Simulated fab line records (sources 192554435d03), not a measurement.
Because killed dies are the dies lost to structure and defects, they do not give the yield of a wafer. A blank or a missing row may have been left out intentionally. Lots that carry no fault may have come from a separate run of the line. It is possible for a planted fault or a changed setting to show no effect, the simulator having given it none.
Split-lot experiment :: flow n5 finfet :: on a route of 1938 steps: 7 lots, 21 wafers read

THE SPLIT ITSELF
At N5_BEOL_M4_COAT_67 (time 60 s, resist thk 60 nm), the setting spin rpm was moved away from the recipe's 1500 rpm on 3 of the 21 wafers read, by -7.1% to +9.1%. All remaining wafers had this setting at the recipe value.

FROM THE SPLIT TO THE READING: what the file shows between them, 7 steps
- N5_BEOL_M4_COAT_68: time 60 s, resist thk 12 nm
- N5_BEOL_M4_COAT_76: time 60 s, resist thk 5 nm
- N5_BEOL_M4_ALD_98: deposits SiO2, target thk 2.5 nm, pulse time 1 s, co reactant pulse time 1 s
- N5_BEOL_M4_ETCHBACK_99: etches SiO2 in CHF3, target depth 5 nm, time 10.4 s
- N5_BEOL_M4_ETCH_70: etches SOC in N2/H2, target depth 80 nm, overetch 24 nm, time 130 s
- N5_BEOL_M4_STRIP_71: strips in N2/H2
- N5_BEOL_M4_STRIP_78: strips in N2/H2

THE READING
SOC_of_BEOL_M4_COAT_67.thk nm (the simulator's own value, which no gauge read), in nm, at N5_BEOL_M4_VIA_ETCH_34 (etches the open film in C4F6/O2, target depth 69.4 nm, time 65.9 s). The file does not state a usual value for it. Average 51.8 nm, standard deviation 0.17 nm, over the 18 wafers here run with the recipe.

wafer: L077.2
tool, chamber at the split: litho track-05, 0
spin rpm as run, rpm: 1500
against the recipe: recipe
SOC_of_BEOL_M4_COAT_67.thk nm, nm: 51.8
against lot-mates on the recipe: -

wafer: L077.4
tool, chamber at the split: litho track-05, 0
spin rpm as run, rpm: 1500
against the recipe: recipe
SOC_of_BEOL_M4_COAT_67.thk nm, nm: 51.8
against lot-mates on the recipe: -

wafer: L077.3
tool, chamber at the split: litho track-05, 0
spin rpm as run, rpm: 1500
against the recipe: recipe
SOC_of_BEOL_M4_COAT_67.thk nm, nm: 52
against lot-mates on the recipe: -

wafer: L084.1
tool, chamber at the split: litho track-03, 0
spin rpm as run, rpm: 1500
against the recipe: recipe
SOC_of_BEOL_M4_COAT_67.thk nm, nm: 51.8
against lot-mates on the recipe: -

wafer: L084.2
tool, chamber at the split: litho track-03, 0
spin rpm as run, rpm: 1500
against the recipe: recipe
SOC_of_BEOL_M4_COAT_67.thk nm, nm: 51.8
against lot-mates on the recipe: -

wafer: L084.4
tool, chamber at the split: litho track-03, 0
spin rpm as run, rpm: 1543
against the recipe: +2.9%
SOC_of_BEOL_M4_COAT_67.thk nm, nm: 51.2
against lot-mates on the recipe: -0.6

wafer: L086.2
tool, chamber at the split: litho track-03, 0
spin rpm as run, rpm: 1500
against the recipe: recipe
SOC_of_BEOL_M4_COAT_67.thk nm, nm: 52
against lot-mates on the recipe: -

wafer: L086.4
tool, chamber at the split: litho track-03, 0
spin rpm as run, rpm: 1500
against the recipe: recipe
SOC_of_BEOL_M4_COAT_67.thk nm, nm: 52
against lot-mates on the recipe: -

wafer: L086.6
tool, chamber at the split: litho track-03, 0
spin rpm as run, rpm: 1500
against the recipe: recipe
SOC_of_BEOL_M4_COAT_67.thk nm, nm: 51.6
against lot-mates on the recipe: -

wafer: L087.1
tool, chamber at the split: litho track-03, 0
spin rpm as run, rpm: 1500
against the recipe: recipe
SOC_of_BEOL_M4_COAT_67.thk nm, nm: 51.6
against lot-mates on the recipe: -

wafer: L087.2
tool, chamber at the split: litho track-03, 0
spin rpm as run, rpm: 1500
against the recipe: recipe
SOC_of_BEOL_M4_COAT_67.thk nm, nm: 51.8
against lot-mates on the recipe: -

wafer: L087.6
tool, chamber at the split: litho track-03, 0
spin rpm as run, rpm: 1393
against the recipe: -7.1%
SOC_of_BEOL_M4_COAT_67.thk nm, nm: 54
against lot-mates on the recipe: +2.3

wafer: L093.4
tool, chamber at the split: litho track-05, 0
spin rpm as run, rpm: 1500
against the recipe: recipe
SOC_of_BEOL_M4_COAT_67.thk nm, nm: 51.8
against lot-mates on the recipe: -

wafer: L093.5
tool, chamber at the split: litho track-05, 0
spin rpm as run, rpm: 1500
against the recipe: recipe
SOC_of_BEOL_M4_COAT_67.thk nm, nm: 52.2
against lot-mates on the recipe: -

wafer: L093.6
tool, chamber at the split: litho track-05, 0
spin rpm as run, rpm: 1500
against the recipe: recipe
SOC_of_BEOL_M4_COAT_67.thk nm, nm: 51.6
against lot-mates on the recipe: -

wafer: L096.2
tool, chamber at the split: litho track-02, 0
spin rpm as run, rpm: 1500
against the recipe: recipe
SOC_of_BEOL_M4_COAT_67.thk nm, nm: 52
against lot-mates on the recipe: -

wafer: L096.4
tool, chamber at the split: litho track-02, 0
spin rpm as run, rpm: 1500
against the recipe: recipe
SOC_of_BEOL_M4_COAT_67.thk nm, nm: 52
against lot-mates on the recipe: -

wafer: L096.6
tool, chamber at the split: litho track-02, 0
spin rpm as run, rpm: 1500
against the recipe: recipe
SOC_of_BEOL_M4_COAT_67.thk nm, nm: 51.6
against lot-mates on the recipe: -

wafer: L097.1
tool, chamber at the split: litho track-05, 0
spin rpm as run, rpm: 1500
against the recipe: recipe
SOC_of_BEOL_M4_COAT_67.thk nm, nm: 51.8
against lot-mates on the recipe: -

wafer: L097.3
tool, chamber at the split: litho track-05, 0
spin rpm as run, rpm: 1500
against the recipe: recipe
SOC_of_BEOL_M4_COAT_67.thk nm, nm: 51.8
against lot-mates on the recipe: -

wafer: L097.4
tool, chamber at the split: litho track-05, 0
spin rpm as run, rpm: 1636
against the recipe: +9.1%
SOC_of_BEOL_M4_COAT_67.thk nm, nm: 49
against lot-mates on the recipe: -2.8

THE FIT
A straight line over all 21 wafers: SOC_of_BEOL_M4_COAT_67.thk nm changes by -0.304 nm for each +1% of spin rpm; r = -0.98; the points scatter about the line by 0.17 nm.
The same after taking each lot's own level away (the mean of its wafers on the recipe; 21 wafers): -0.309 nm for each +1%; r = -0.98; scatter 0.17 nm.
According to that fit, moving spin rpm by its largest amount changes the reading by 2.8 nm.
Across the lots, their own levels run from 51.70 to 51.87 nm, a range of 1.0 times the standard deviation given above.
Consequently the slope shifts little with the lot-to-lot level, the two slopes agreeing.
Check: for one of the wafers moved furthest among these (+9.1%), held out of the fit, the line's prediction against its lot-mates is -2.75 nm. Against them it came out at -2.8 nm.

THESE WAFERS: OTHER SPLITS
Other splits were also applied to these wafers ahead of the reading. Each is held against what the fit with the lots' levels taken away leaves over:
other split on the same wafers: N5_BEOL_M2_COAT_67 spin rpm
wafers away from the commonest value: 4
r with SOC_of_BEOL_M4_COAT_67.thk nm (lot level and that fit taken away): -0.12

other split on the same wafers: N5_BEOL_M4_DESCUM_16 time s
wafers away from the commonest value: 7
r with SOC_of_BEOL_M4_COAT_67.thk nm (lot level and that fit taken away): +0.01

THE WHOLE CHAIN: every reading that the file lists as answering this split, in the file's order
step: N5_BEOL_M4_COAT_67
what it does: time 60 s, resist thk 60 nm
reading: SOC_of_BEOL_M4_COAT_67.thk nm (the simulator's own value, which no gauge read)
change (the file's fit): -0.298 nm for each +1% of the setting
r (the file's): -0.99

step: N5_BEOL_M4_ETCH_70
what it does: etches SOC in N2/H2, target depth 80 nm, overetch 24 nm, time 130 s
reading: etch.depth nm (the simulator's own value, which no gauge read)
change (the file's fit): -0.301 nm for each +1% of the setting
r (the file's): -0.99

step: N5_BEOL_M4_VIA_ETCH_34
what it does: etches the open film in C4F6/O2, target depth 69.4 nm, time 65.9 s
reading: SOC_of_BEOL_M4_COAT_67.thk nm (the simulator's own value, which no gauge read)
change (the file's fit): -0.308 nm for each +1% of the setting
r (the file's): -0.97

FILE'S OWN FIT
SOC_of_BEOL_M4_COAT_67.thk nm changes by -0.308 nm for each +1% of spin rpm, r = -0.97.
